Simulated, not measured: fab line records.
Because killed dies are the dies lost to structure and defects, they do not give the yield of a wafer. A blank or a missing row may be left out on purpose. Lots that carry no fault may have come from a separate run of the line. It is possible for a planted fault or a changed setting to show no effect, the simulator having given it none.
A struck lot beside a sound one :: flow nand-harc :: 13 out of 1302 route steps
Sound: the wafers L413.1, L413.2, L413.5. Wafers struck: L409.1, L409.3, L409.6. The cause is named last.
Each step with rows lists, per side, the tool, then ch with its chambers, then its first start. Under that, the readings that differ: sound wafers :: struck wafers :: difference of the means :: sigmas: that difference in standard deviations of wafers without a fault.
alike: readings whose means differ by less than 2 such deviations, and words and numbers that are the same on both sides. not compared: withheld readings, readings that some wafer has no value for, bounds like >300 that may hide the same value, and numbers for which the record gives no deviation and whose values overlap.
The two part at a step that has a row with sigmas, a row that says differs or no value, or rows on one side only. Non-overlapping numbers with no deviation appear without sigmas and do not part them. A reading that every wafer of one side lacks parts them only if that side has two wafers or more.

first, 1 step without rows for these wafers: NHARC_A_ONON_D1_DEP_19 (target thk 1000 nm).
NHARC_A_ONON_D1_THK_MEAS_21: measures by ellipsometry.
  struck on film-metro-01, day 14 05:16; sound on film-metro-01, day 15 18:31
reading: thk-nm (nm)
sound: 986 986 984
struck: 1007 1005 1005
difference: +20
sigmas: +2
following that, 1 step holds no rows for these wafers, namely NHARC_A_ONON_D1_DEP_22 (target thickness 1000 nm).
NHARC_A_ONON_D1_THK_MEAS_24: measures by ellipsometry.
  struck on film-metro-01, day 14 05:50; sound on film-metro-02, day 15 19:05
  alike: thk-nm
following that, 1 step holds no rows for these wafers, namely NHARC_A_ONON_D1_DEP_25 (target thickness 1000 nm).
NHARC_A_ONON_D1_THK_MEAS_27: measures by ellipsometry.
  struck on film-metro-01, day 14 06:24; sound on film-metro-02, day 15 19:40
  alike: thk-nm
following that, 1 step holds no rows for these wafers, namely NHARC_A_ONON_D1_DEP_28 (target thickness 1000 nm).
NHARC_A_ONON_D1_THK_MEAS_30: measures by ellipsometry.
  struck on film-metro-02, day 14 06:58; sound on film-metro-01, day 15 20:13
  alike: thk-nm
NHARC_A_ONON_D1_DEP_33: deposits SiO2, target thk 200 nm.
  sound on pecvd-03 ch 1,2, day 15 20:19; struck on pecvd-04 ch 0,1,2, day 14 07:01
reading: chamber-pressure-Torr (Torr)
sound: 6.479 6.471 6.490
struck: 6.522 6.521 6.496
difference: +0.033
sigmas: +2
  alike: heater-power-w, throttle-valve-pct
NHARC_A_ONON_D1_THK_MEAS_34: measures by ellipsometry.
  struck on film-metro-01, day 14 07:26; sound on film-metro-02, day 15 20:41
  alike: thk-nm
NHARC_A_ONON_D1_INSPECT_32:
  struck on defect-inspect-02, day 14 07:30; sound on defect-inspect-01, day 15 20:45
  alike: raw-defect-count
NHARC_A_CHANNEL_HOLE_D1_DEP_00: deposits aC, target thk 3100 nm.
  sound on acl-dep-02 ch 0, day 15 20:49; struck on acl-dep-03 ch 0, day 14 19:52
  alike: throttle-valve-pct
NHARC_A_CHANNEL_HOLE_D1_DEP_01: deposits SiON, target thk 140 nm.
  sound on pecvd-03 ch 0,1,2, day 15 22:47; struck on pecvd-01 ch 1,2, day 14 22:08
  alike: chamber-pressure-Torr, heater-power-w

## WHERE THEY PART
At NHARC_A_ONON_D1_THK_MEAS_21 first; at NHARC_A_ONON_D1_DEP_33 last (within this record only). Later steps at which nothing parts them and some readings are alike: NHARC_A_ONON_D1_THK_MEAS_34, NHARC_A_ONON_D1_INSPECT_32, NHARC_A_CHANNEL_HOLE_D1_DEP_00, NHARC_A_CHANNEL_HOLE_D1_DEP_01.

WHY: whatever the simulator had introduced
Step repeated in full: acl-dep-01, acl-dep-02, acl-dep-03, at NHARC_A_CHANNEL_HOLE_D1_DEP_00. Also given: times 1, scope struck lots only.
